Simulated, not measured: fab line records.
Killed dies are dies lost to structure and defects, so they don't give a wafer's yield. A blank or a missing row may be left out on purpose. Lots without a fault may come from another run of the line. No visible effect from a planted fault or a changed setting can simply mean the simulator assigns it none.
Matching of chambers | flow n5_finfet | N5_BEOL_M6_DESCUM_16 on rie_diel-04: 4 sister chambers
The step chemistry O2, time 7.9 s. 8 wafers are shown with their chamber, then 7 later ones without.

WAFERS PAIRED WITH THEIR CHAMBERS
wafer  | chamber | drypump_motor_current_A (A) | throttle_valve_pct (%)
L079.1 | 0       | 5.4                         | 20.34
L079.6 | 1       | 6.0                         | 19.97
L080.5 | 2       | 5.9                         | 20.63
L086.1 | 1       | 6.0                         | 20.02
L086.5 | 3       | 5.6                         | 20.06
L086.6 | 2       | 6.0                         | 20.65
L089.1 | 0       | 5.4                         | 20.41
L089.4 | 3       | 5.6                         | 20.08

WAFERS WITHOUT THEIR CHAMBER
wafer  | drypump_motor_current_A (A) | throttle_valve_pct (%)
L089.6 | 5.4                         | 20.39
L093.1 | 5.4                         | 20.39
L093.5 | 5.4                         | 20.39
L093.6 | 6.0                         | 20.02
L097.3 | 6.0                         | 20.05
L097.4 | 5.4                         | 20.43
L097.6 | 6.0                         | 20.05

EACH ONE'S CHAMBER
wafer  | from the rows above | in truth
L089.6 | 0                   | 0
L093.1 | 0                   | 0
L093.5 | 0                   | 0
L093.6 | 1                   | 1
L097.3 | 1                   | 1
L097.4 | 0                   | 0
L097.6 | 1                   | 1
Correct placement for 7 of the 7. Not placeable from these rows: 0. Number placed wrongly: 0.
How it was worked out, from the rows above alone: a wafer's distance from a chamber is the root of the sum, over the readings, of the square of ((its reading less the chamber's mean) divided by the reading's scatter). The wafer belongs to the nearest chamber; if the next one is less than 2 further off, it can't be placed. For every chamber, the mean is computed from those of its wafers that are shown. The scatter is the square root of a quotient: the sum, over the shown wafers, of each reading's squared deviation from its chamber's mean, divided by wafers minus chambers.
